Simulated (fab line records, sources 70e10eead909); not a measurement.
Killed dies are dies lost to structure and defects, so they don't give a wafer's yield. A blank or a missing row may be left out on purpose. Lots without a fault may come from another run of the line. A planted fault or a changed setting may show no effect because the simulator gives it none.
fab line records | flow nand_harc | part 1 of 2: steps 1 to 4 of 6
record lots=22 wafers=66 last_day=33
route steps=1302 shown A_STAIRCASE@834
lots that met no fault: from a run of the same line without faults
start_h: hours from the record's first day to the start of the lot's first wafer shown | wait_h: hours since the lot's step before | " the same as in the row above | L1.1+2: a row that stands for several wafers | - no value, or no start given | * or withheld: withheld | < > ~ a bound
route shown NAME@n: a module of which the file shows steps, and the number in the route of the first | usual: mean/standard deviation of fault-free wafers | same: alike in all rows | chamber/n: place in a boat | sites: the reading at each site | _std_site: their standard deviation | _edge_site: outer sites' mean less inner sites' | radius_mm: how far each site lies from the wafer's centre | mask NAME#n: copy n | behind: the tool/chamber that last shaped the wafer | hold: why the lot was held/for how many hours/how that ended | device: the transistor (n, p or np) that didn't switch | end of line: the same wafers' tests at the end of the route | a step without rows: its recipe alone | killed: dies lost to structure and defects at the first sort, not the wafer's yield | map: a wafer's dies, x killed, . not, _ none there
set.NAME: the setting as run; set.NAME@STEP: as run at that earlier step | model.NAME: the simulator's own value behind a step, which no gauge read
steps of the route over a sample of lots; a table a step, a row a wafer
services: from which hour (start_h, from the record's first day; less than 0 if before it) a tool's chamber was out of use, for how many hours, and why
## steps
# step NHARC_A_STAIRCASE_ETCH_453
# recipe target_depth_a=300 overetch_a=30 time_s=16.5 ion_energy_ev=100 cf4_flow_sccm=80 o2_flow_sccm=20 ar_flow_sccm=0 rf_w=300 bias_w=100 chemistry=CF4/O2
# usual drypump_motor_current_A=5.7/0.4 oes_product_au=0.998/0.01 rf_vpp_V=197.4/1 showerhead_plenum_p_Torr=1.316/0.03 throttle_valve_pct=13.397/0.0096
# columns lot.wafer tool chamber start_h wait_h drypump_motor_current_A oes_product_au rf_hours_counter_h rf_vpp_V showerhead_plenum_p_Torr throttle_valve_pct
L074.3 rie_diel-08 3 - - 5.9 0.996 2 196.7 1.300 13.393
L074.4 " 0 " " 5.4 0.993 2 198.2 1.326 13.409
L074.5 " 2 " " 6.2 0.998 - 196.4 1.309 13.406
L075.3 rie_diel-08 3 - - 5.9 1.006 3 198.6 1.301 13.407
L075.1 " 1 " " 5.6 0.995 3 197.0 1.328 13.401
L075.5 " 3 " " 5.9 1.005 - 196.2 1.301 13.388
L076.1 rie_diel-08 1 - - 5.6 0.993 4 196.6 1.328 13.428
L076.4 " 2 " " 6.2 0.996 5 196.7 1.308 13.392
L076.5 " 1 " " 5.6 0.983 - 196.9 1.328 13.401
L078.1 rie_diel-07 1 - - 6.1 1.002 39 197.1 1.309 13.399
L078.2 " 2 " " 5.4 1.013 35 199.5 1.412 13.402
L078.5 " 2 " " 5.4 1.025 - 199.9 1.412 13.387
L077.1 rie_diel-07 2 - - 5.4 1.006 35 199.3 1.411 13.414
L077.2 " 3 " " 5.0 1.001 32 196.5 1.317 13.391
L077.5 " 2 " " 5.4 1.018 - 200.5 1.412 13.405
L080.4 rie_diel-07 2 - - 5.4 1.020 42 198.0 1.410 13.412
L080.5 " 3 " " 5.0 1.008 - 198.0 1.316 13.382
L080.6 " 0 " " 6.3 0.996 - 197.2 1.295 13.403
L079.1 rie_diel-11 3 - - 5.1 1.009 0 197.2 1.332 13.385
L079.3 " 2 " " 5.4 0.988 0 195.6 1.302 13.404
L079.5 " 3 " " 5.1 1.013 - 197.4 1.332 13.405
L083.3 rie_diel-08 1 - - 5.6 0.995 29 198.3 1.322 13.406
L083.1 " 0 " " 5.4 0.998 29 197.3 1.320 13.410
L083.6 " 2 " " 6.2 0.995 - 195.4 1.304 13.411
L081.2 rie_diel-11 3 - - 5.1 0.996 18 197.4 1.328 13.391
L081.4 " 0 " " 5.7 0.988 18 198.1 1.326 13.392
L081.5 " 3 " " 5.1 1.001 - 198.2 1.328 13.401
L082.1 rie_diel-11 2 - - 5.3 0.986 17 199.7 1.299 13.392
L082.4 " 0 " " 5.7 0.981 18 197.7 1.326 13.378
L082.2 " 1 " " 5.8 0.997 16 195.7 1.304 13.402
L084.2 rie_diel-08 3 - - 5.9 0.999 43 195.9 1.292 13.404
L084.6 " 2 " " 6.2 0.971 - 195.1 1.302 13.387
L084.5 " 3 " " 5.9 0.981 - 197.4 1.292 13.410
L086.2 rie_diel-07 0 - - 6.3 0.987 9 197.5 1.291 13.384
L086.1 " 3 " " 5.0 1.009 10 197.5 1.312 13.399
L086.5 " 1 " " 6.1 0.991 - 195.3 1.304 13.393
L087.2 rie_diel-11 1 - - 5.9 0.996 23 197.2 1.303 13.399
L087.1 " 0 " " 5.8 0.983 24 197.3 1.324 13.399
L087.6 " 1 " " 5.8 0.989 - 197.3 1.303 13.397
L088.2 rie_diel-11 2 - - 5.3 0.992 40 198.0 1.294 13.409
L088.3 " 1 " " 5.8 1.002 37 196.8 1.300 13.402
L088.6 " 3 " " 5.1 1.010 - 196.9 1.322 13.408
L090.2 rie_diel-08 1 - - 5.6 0.989 42 196.8 1.319 13.410
L090.1 " 3 " " 5.9 1.008 49 195.7 1.291 13.388
L090.3 " 0 " " 5.4 0.982 47 197.0 1.316 13.416
L089.4 rie_diel-11 3 - - 5.1 1.015 46 196.9 1.321 13.396
L089.2 " 0 " " 5.7 0.995 42 198.8 1.320 13.415
L089.6 " 3 " " 5.1 1.009 - 198.2 1.321 13.392
L092.1 rie_diel-07 1 - - 6.1 0.999 28 197.1 1.299 13.380
L092.4 " 2 " " 5.5 1.002 27 200.7 1.402 13.403
L092.2 " 3 " " 5.0 1.015 23 196.4 1.310 13.397
L091.3 rie_diel-11 2 - - 5.3 0.993 51 198.4 1.291 13.395
L091.6 " 2 " " 5.3 0.997 - 197.2 1.292 13.394
L091.5 " 3 " " 5.1 1.009 - 195.4 1.319 13.388
L093.4 rie_diel-11 1 - - 5.8 1.013 47 198.8 1.298 13.393
L093.5 " 0 " " 5.7 0.993 - 197.5 1.319 13.389
L093.6 " 1 " " 5.8 1.004 - 196.2 1.297 13.399
L094.2 rie_diel-07 1 - - 6.1 0.999 35 197.5 1.298 13.396
L094.6 " 0 " " 6.3 0.988 - 196.4 1.285 13.398
L094.5 " 1 " " 6.1 0.989 - 197.7 1.298 13.394
L095.1 rie_diel-07 2 - - 5.4 1.012 38 200.0 1.400 13.387
L095.2 " 0 " " 6.3 0.992 41 196.4 1.284 13.399
L095.6 " 1 " " 6.1 1.000 - 197.2 1.297 13.389
L096.2 rie_diel-11 3 - - 5.1 1.008 70 197.0 1.316 13.398
L096.1 " 1 " " 5.8 0.992 56 195.5 1.295 13.383
L096.5 " 0 " " 5.7 0.985 - 197.6 1.316 13.416
# step NHARC_A_STAIRCASE_ETCH_315
# recipe target_depth_a=25000 time_s=607.1 ion_energy_ev=800 c4f8_flow_sccm=80 o2_flow_sccm=60 ar_flow_sccm=withheld rf_w=600 bias_w=3000 chemistry=C4F8/O2/Ar
# usual oes_product_au=0.929/0.009 rf_vpp_V=1824/5.7
# columns lot.wafer tool chamber start_h wait_h oes_product_au rf_hours_counter_h rf_vpp_V
L074.4 rie_diel-08 1 - - 0.928 2 1827
L074.3 " 0 " " 0.932 2 1825
L074.5 " 2 " " 0.931 - 1823
L075.3 rie_diel-08 0 - - 0.927 3 1826
L075.1 " 1 " " 0.941 3 1826
L075.5 " 2 " " 0.947 - 1822
L076.1 rie_diel-08 2 - - 0.924 5 1820
L076.4 " 0 " " 0.940 4 1825
L076.5 " 1 " " 0.924 - 1826
L078.1 rie_diel-07 0 - - 0.926 40 1820
L078.2 " 1 " " 0.924 39 1821
L078.5 " 0 " " 0.936 - 1820
L077.1 rie_diel-07 1 - - 0.917 40 1820
L077.2 " 2 " " 0.942 36 1840
L077.5 " 1 " " 0.919 - 1822
L080.4 rie_diel-07 1 - - 0.916 47 1821
L080.6 " 1 " " 0.917 - 1822
L080.5 " 2 " " 0.938 - 1842
L079.1 rie_diel-11 0 - - 0.931 0 1824
L079.3 " 1 " " 0.944 0 1820
L079.5 " 2 " " 0.921 - 1821
L083.1 rie_diel-08 2 - - 0.930 26 1821
L083.3 " 3 " " 0.930 31 1820
L083.6 " 2 " " 0.929 - 1820
L081.4 rie_diel-11 3 - - 0.936 18 1824
L081.2 " 1 " " 0.923 15 1821
L081.5 " 3 " " 0.928 - 1826
L082.1 rie_diel-11 0 - - 0.921 19 1824
L082.4 " 1 " " 0.934 16 1821
L082.2 " 3 " " 0.931 19 1825
L084.2 rie_diel-08 0 - - 0.922 41 1824
L084.5 " 2 " " 0.916 - 1820
L084.6 " 3 " " 0.921 - 1819
L086.1 rie_diel-07 1 - - 0.939 8 1821
L086.2 " 3 " " 0.931 10 1822
L086.5 " 0 " " 0.919 - 1818
L087.2 rie_diel-11 0 - - 0.914 24 1825
L087.1 " 2 " " 0.909 24 1821
L087.6 " 3 " " 0.930 - 1824
L088.3 rie_diel-11 3 - - 0.932 43 1824
L088.2 " 0 " " 0.924 40 1825
L088.6 " 3 " " 0.940 - 1825
L090.3 rie_diel-08 0 - - 0.925 47 1822
L090.2 " 1 " " 0.921 42 1823
L090.1 " 3 " " 0.939 49 1819
L089.4 rie_diel-11 1 - - 0.925 39 1819
L089.2 " 3 " " 0.938 46 1825
L089.6 " 0 " " 0.919 - 1824
L092.4 rie_diel-07 2 - - 0.932 27 1840
L092.1 " 3 " " 0.926 23 1821
L092.2 " 1 " " 0.933 28 1820
L091.3 rie_diel-11 0 - - 0.926 48 1825
L091.6 " 2 " " 0.937 - 1819
L091.5 " 3 " " 0.938 - 1824
L093.4 rie_diel-11 1 - - 0.922 47 1819
L093.5 " 2 " " 0.923 - 1819
L093.6 " 3 " " 0.933 - 1824
L094.2 rie_diel-07 1 - - 0.933 35 1820
L094.6 " 2 " " 0.940 - 1840
L094.5 " 3 " " 0.932 - 1823
L095.2 rie_diel-07 0 - - 0.925 41 1816
L095.1 " 1 " " 0.926 37 1820
L095.6 " 0 " " 0.923 - 1818
L096.1 rie_diel-11 0 - - 0.936 63 1824
L096.2 " 1 " " 0.931 56 1819
L096.5 " 0 " " 0.925 - 1823
# step NHARC_A_STAIRCASE_STRIP_316
# recipe o2_flow_sccm=500 ar_flow_sccm=0 bias_w=0 chemistry=O2
# usual drypump_motor_current_A=5.7/0.42 oes_product_au=0.998/0.011 rf_vpp_V=57.7/0.91 showerhead_plenum_p_Torr=3.48/0.08 throttle_valve_pct=17.035/0.0091
# columns lot.wafer tool chamber start_h wait_h drypump_motor_current_A oes_product_au rf_hours_counter_h rf_vpp_V showerhead_plenum_p_Torr throttle_valve_pct
L074.4 rie_diel-08 2 - - 6.2 0.997 2 59.4 3.46 17.028
L074.3 " 1 " " 5.7 0.981 2 58.9 3.51 17.034
L074.5 " 2 " " 6.2 0.981 - 58.8 3.46 17.026
L075.1 rie_diel-08 0 - - 5.5 1.003 3 57.3 3.51 17.043
L075.3 " 1 " " 5.6 0.980 3 57.9 3.51 17.040
L075.5 " 3 " " 5.9 1.002 - 57.2 3.44 17.027
L076.1 rie_diel-08 2 - - 6.2 1.000 5 58.8 3.46 17.005
L076.4 " 3 " " 6.0 1.010 4 58.9 3.44 17.040
L076.5 " 2 " " 6.2 0.991 - 57.1 3.46 17.043
L078.2 rie_diel-07 1 - - 6.1 0.985 40 57.8 3.46 17.038
L078.1 " 2 " " 5.5 1.018 35 58.8 3.72 17.039
L078.5 " 1 " " 6.1 0.987 - 57.6 3.46 17.039
L077.2 rie_diel-07 0 - - 6.3 0.991 41 57.4 3.43 17.050
L077.1 " 1 " " 6.1 0.983 40 57.2 3.46 17.038
L077.5 " 3 " " 5.0 1.011 - 57.5 3.48 17.043
L080.4 rie_diel-07 1 - - 6.1 0.988 48 58.3 3.46 17.026
L080.6 " 2 " " 5.5 1.020 - 58.1 3.72 17.038
L080.5 " 3 " " 5.0 1.013 - 56.4 3.48 17.032
L079.3 rie_diel-11 1 - - 5.9 1.000 0 57.1 3.46 17.031
L079.1 " 2 " " 5.4 0.986 1 57.0 3.45 17.040
L079.5 " 3 " " 5.1 1.001 - 59.3 3.52 17.031
L083.1 rie_diel-08 0 - - 5.5 0.997 29 58.1 3.49 17.022
L083.3 " 1 " " 5.6 0.989 30 56.4 3.50 17.038
L083.6 " 0 " " 5.5 1.000 - 56.9 3.49 17.043
L081.4 rie_diel-11 2 - - 5.3 0.980 16 57.0 3.44 17.026
L081.2 " 0 " " 5.7 0.982 18 58.5 3.50 17.025
L081.5 " 3 " " 5.1 0.986 - 56.7 3.51 17.041
L082.1 rie_diel-11 2 - - 5.4 0.991 17 57.3 3.44 17.022
L082.2 " 3 " " 5.1 1.000 19 58.3 3.51 17.043
L082.4 " 0 " " 5.8 0.988 19 56.9 3.50 17.032
L084.2 rie_diel-07 3 503.29 - 5.0 1.009 5 59.8 3.47 17.027
L084.6 " 0 " " 6.3 0.989 - 57.4 3.42 17.031
L084.5 " 1 " " 6.1 1.002 - 58.4 3.45 17.024
L086.2 rie_diel-07 0 - - 6.3 0.992 10 57.3 3.42 17.023
L086.1 " 1 " " 6.2 0.997 8 58.8 3.45 17.031
L086.5 " 1 " " 6.1 1.014 - 58.0 3.45 17.039
L087.1 rie_diel-11 2 - - 5.4 0.989 25 57.8 3.43 17.033
L087.2 " 1 " " 5.8 1.006 23 57.8 3.45 17.034
L087.6 " 3 " " 5.1 1.009 - 57.7 3.51 17.026
L088.2 rie_diel-11 2 - - 5.4 0.994 41 56.3 3.42 17.030
L088.3 " 0 " " 5.8 0.993 40 58.6 3.49 17.040
L088.6 " 2 " " 5.4 0.997 - 56.2 3.42 17.047
L090.2 rie_diel-08 2 - - 6.2 0.967 40 55.5 3.44 17.026
L090.3 " 0 " " 5.4 0.980 49 58.4 3.48 17.032
L090.1 " 1 " " 5.7 0.978 43 58.4 3.49 17.048
L089.4 rie_diel-11 3 - - 5.1 1.018 47 57.5 3.49 17.047
L089.2 " 1 " " 5.8 1.003 40 56.6 3.44 17.020
L089.6 " 0 " " 5.8 0.988 - 57.8 3.49 17.031
L092.2 rie_diel-07 0 - - 6.3 0.976 31 56.9 3.41 17.033
L092.1 " 2 " " 5.4 1.008 27 57.9 3.70 17.025
L092.4 " 3 " " 5.0 0.997 23 57.1 3.46 17.053
L091.3 rie_diel-11 2 - - 5.4 1.000 51 57.4 3.42 17.034
L091.5 " 3 " " 5.1 1.013 - 59.6 3.49 17.041
L091.6 " 0 " " 5.7 1.002 - 57.8 3.49 17.034
L093.4 rie_diel-11 3 - - 5.1 1.018 58 57.6 3.49 17.029
L093.6 " 1 " " 5.8 1.008 - 58.0 3.43 17.046
L093.5 " 2 " " 5.3 0.978 - 57.1 3.42 17.034
L094.2 rie_diel-07 3 - - 5.0 1.016 32 56.5 3.46 17.029
L094.5 " 3 " " 5.0 1.009 - 58.4 3.46 17.056
L094.6 " 0 " " 6.3 0.985 - 56.5 3.40 17.037
L095.1 rie_diel-07 2 - - 5.4 1.011 38 57.4 3.69 17.028
L095.2 " 1 " " 6.1 1.002 37 57.1 3.43 17.043
L095.6 " 1 " " 6.2 0.999 - 55.7 3.43 17.024
L096.2 rie_diel-07 0 609.85 - 6.3 0.992 42 57.7 3.40 17.059
L096.1 " 1 " " 6.1 1.000 38 58.0 3.43 17.036
L096.5 " 1 " " 6.1 0.994 - 56.6 3.43 17.028
# step NHARC_A_STAIRCASE_ETCH_444
# recipe target_depth_a=2.04e+05 time_s=6800 c4f8_flow_sccm=20 o2_flow_sccm=10 ar_flow_sccm=withheld rf_w=600 bias_w=1000 chemistry=C4F8/O2
# usual oes_product_au=0.926/0.015 rf_vpp_V=805.1/2.4
# columns lot.wafer tool chamber start_h wait_h oes_product_au rf_hours_counter_h rf_vpp_V
L076.1 rie_diel-08 1 437.02 0.5 0.907 14 806.5
L076.4 " 2 " " 0.917 13 803.8
L076.5 " 1 438.89 2.4 0.915 - 806.2
L074.4 rie_diel-07 2 437.18 0.5 0.936 39 813.2
L074.3 " 0 " " 0.919 45 804.8
L074.5 " 2 " " 0.939 - 812.2
L075.1 rie_diel-08 3 439.60 0.1 0.909 18 804.9
L075.3 " 2 441.02 1.5 0.901 15 804.8
L075.5 " 3 " " 0.924 - 804.0
L077.2 rie_diel-07 3 459.38 0.1 0.928 41 806.1
L077.1 " 1 " " 0.912 51 804.6
L077.5 " 3 " " 0.936 - 805.5
L078.1 rie_diel-11 1 460.21 1.1 0.952 6 804.8
L078.2 " 2 " " 0.944 5 802.8
L078.5 " 3 " " 0.948 - 806.0
L079.3 rie_diel-08 1 483.12 1.1 0.923 32 806.6
L079.1 " 2 " " 0.921 29 803.6
L079.5 " 3 " " 0.928 - 803.1
L080.4 rie_diel-08 2 486.98 4.8 0.922 31 805.0
L080.5 " 3 " " 0.921 - 804.0
L080.6 " 0 " " 0.927 - 806.0
L083.1 rie_diel-11 3 519.92 0.5 0.927 28 806.1
L083.3 " 1 " " 0.919 25 804.6
L083.6 " 3 " " 0.917 - 806.3
L082.4 rie_diel-11 0 530.45 0.1 0.914 32 805.1
L082.1 " 2 " " 0.913 36 802.9
L082.2 " 3 " " 0.939 37 804.5
L081.2 rie_diel-11 3 533.29 2.9 0.933 39 807.5
L081.4 " 2 534.71 4.3 0.912 38 804.1
L081.5 " 3 " " 0.938 - 804.8
L084.2 rie_diel-08 2 544.86 1.5 0.950 38 803.5
L084.5 " 3 " " 0.963 - 803.2
L084.6 " 0 " " 0.961 - 805.8
L086.2 rie_diel-11 2 555.05 0.1 0.914 45 804.7
L086.1 " 0 " " 0.920 45 805.0
L086.5 " 3 557.35 2.3 0.935 - 806.9
L087.2 rie_diel-07 0 555.68 0.1 0.904 28 802.8
L087.1 " 1 " " 0.926 25 804.1
L087.6 " 1 558.18 2.6 0.929 - 804.5
L088.2 rie_diel-11 3 583.81 0.1 0.935 60 805.5
L088.3 " 1 " " 0.932 49 803.3
L088.6 " 0 586.19 2.4 0.919 - 804.2
L089.4 rie_diel-08 2 595.29 0.5 0.936 9 804.6
L089.2 " 0 " " 0.954 9 804.9
L089.6 " 1 " " 0.942 - 805.9
L090.1 rie_diel-08 0 597.65 2.9 0.956 11 804.6
L090.3 " 1 " " 0.947 13 806.0
L090.2 " 3 " " 0.948 10 802.5
L092.2 rie_diel-07 1 611.89 0.7 0.931 39 803.9
L092.1 " 2 " " 0.940 40 812.7
L092.4 " 2 614.47 3.3 0.939 - 812.8
L091.3 rie_diel-08 3 611.92 0.3 0.918 14 803.2
L091.5 " 3 613.82 2.1 0.918 - 803.6
L091.6 " 0 " " 0.920 - 804.4
L093.4 rie_diel-07 0 620.44 0.1 0.908 47 802.2
L093.6 " 0 622.34 1.9 0.924 - 803.2
L093.5 " 1 " " 0.921 - 802.3
L095.1 rie_diel-08 3 640.18 0.5 0.918 26 802.9
L095.2 " 0 " " 0.912 28 805.1
L095.6 " 3 642.08 2.4 0.909 - 803.9
L094.2 rie_diel-07 3 640.97 1.5 0.929 40 804.9
L094.6 " 0 " " 0.911 - 802.9
L094.5 " 1 " " 0.924 - 803.5
L096.2 rie_diel-11 2 653.54 0.2 0.925 13 801.8
L096.1 " 3 " " 0.936 13 805.4
L096.5 " 0 656.71 3.4 0.934 - 805.0
